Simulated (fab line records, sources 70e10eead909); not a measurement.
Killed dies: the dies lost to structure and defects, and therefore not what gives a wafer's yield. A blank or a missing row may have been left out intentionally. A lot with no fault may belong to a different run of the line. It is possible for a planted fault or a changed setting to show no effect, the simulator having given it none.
Which tool did it? + flow nandHarc + 11 lots, 33 wafers sampled, at 5 steps of a route of 1302

WHAT THE GAUGES SHOWED, per wafer
NHARC_END_SORT_01.
| lot  | measured     | on        | defectLimitedYield (%) |
|------|--------------|-----------|------------------------|
| L111 | day 24 19:00 | prober-01 | 88.3 89.4 87.9         |
| L127 | day 30 23:37 | prober-02 | 95.0 96.3 95.0         |

WHICH TOOL RAN EACH LOT (tool, then ch and the chambers of the sampled wafers, then the start)
| lot  | NHARC_P_M1_ANNEAL_31            | NHARC_P_M1_DEP_33               | NHARC_P_M2_ETCH_35                | NHARC_P_M2_ANNEAL_31            |
|------|---------------------------------|---------------------------------|-----------------------------------|---------------------------------|
| L111 | rtpAnneal-02 ch 0, day 6 23:20  | pecvd-02 ch 0,2, day 7 00:18    | rieDiel-07 ch 1,2, day 7 01:50    | rtpAnneal-01 ch 0, day 7 03:38  |
| L112 | rtpAnneal-01 ch 0, day 7 07:23  | pecvd-01 ch 1, day 7 08:27      | rieDiel-07 ch 0,1,3, day 7 09:55  | rtpAnneal-02 ch 0, day 7 11:35  |
| L114 | rtpAnneal-02 ch 0, day 8 00:04  | pecvd-01 ch 1,2, day 8 00:59    | rieDiel-07 ch 0,2,3, day 8 02:22  | rtpAnneal-02 ch 0, day 8 04:06  |
| L115 | rtpAnneal-01 ch 0, day 8 05:50  | pecvd-01 ch 0,1,2, day 8 06:53  | rieDiel-07 ch 0,1,3, day 8 08:20  | rtpAnneal-02 ch 0, day 8 10:02  |
| L118 | rtpAnneal-02 ch 0, day 9 17:14  | pecvd-02 ch 0,2, day 9 18:09    | rieDiel-07 ch 0,1,2, day 9 19:41  | rtpAnneal-01 ch 0, day 9 21:24  |
| L124 | rtpAnneal-01 ch 0, day 12 09:53 | pecvd-02 ch 0,1, day 12 10:50   | rieDiel-07 ch 1,2, day 12 12:19   | rtpAnneal-01 ch 0, day 12 14:02 |
| L125 | rtpAnneal-02 ch 0, day 12 20:32 | pecvd-01 ch 0,1,2, day 12 21:28 | rieDiel-07 ch 0,1,2, day 12 22:58 | rtpAnneal-01 ch 0, day 13 00:41 |
| L127 | rtpAnneal-02 ch 0, day 13 10:07 | pecvd-02 ch 0,1, day 13 11:05   | rieDiel-13 ch 0,1,2, day 13 12:34 | rtpAnneal-02 ch 0, day 13 14:17 |
| L128 | rtpAnneal-01 ch 0, day 13 17:05 | pecvd-02 ch 0,1, day 13 17:56   | rieDiel-07 ch 0,3, day 13 19:20   | rtpAnneal-01 ch 0, day 13 21:06 |
| L131 | rtpAnneal-01 ch 0, day 15 00:40 | pecvd-01 ch 0,1,2, day 15 01:38 | rieDiel-13 ch 0,2,3, day 15 03:02 | rtpAnneal-02 ch 0, day 15 04:42 |
| L133 | rtpAnneal-02 ch 0, day 16 02:20 | pecvd-01 ch 0,1,2, day 16 03:23 | rieDiel-09 ch 1,2, day 16 04:54   | rtpAnneal-01 ch 0, day 16 06:38 |
- NHARC_P_M1_ANNEAL_31: time 90 s.
- NHARC_P_M1_DEP_33: deposits SiCN, target thk 30 nm.
- NHARC_P_M2_ETCH_35: etches the open film in N2/H2, target depth 40 nm, overetch 12 nm, time 43.94 s.
- NHARC_P_M2_ANNEAL_31: time 90 s.

THE ANSWER, worked out from the rows above alone
Rule: the usual values come from the lots themselves. Put in order of their means at a reading, lots are off if they are a third of the lots or fewer, leave a main group of 4 or more, and stand apart from it by a gap of 3 or more times the standard deviation of the main group's means; of several such gaps the widest counts. The tables above print the reading to a certain number of digits; a main group whose means all agree to those digits is not used. A lot without any number at a reading at which 4 lots or more have one is off too. Any other lot the step has rows for is counted as sound.
Nothing can be told from this: no lot is off at any reading shown.

WHAT WAS PUT IN BY THE SIMULATOR
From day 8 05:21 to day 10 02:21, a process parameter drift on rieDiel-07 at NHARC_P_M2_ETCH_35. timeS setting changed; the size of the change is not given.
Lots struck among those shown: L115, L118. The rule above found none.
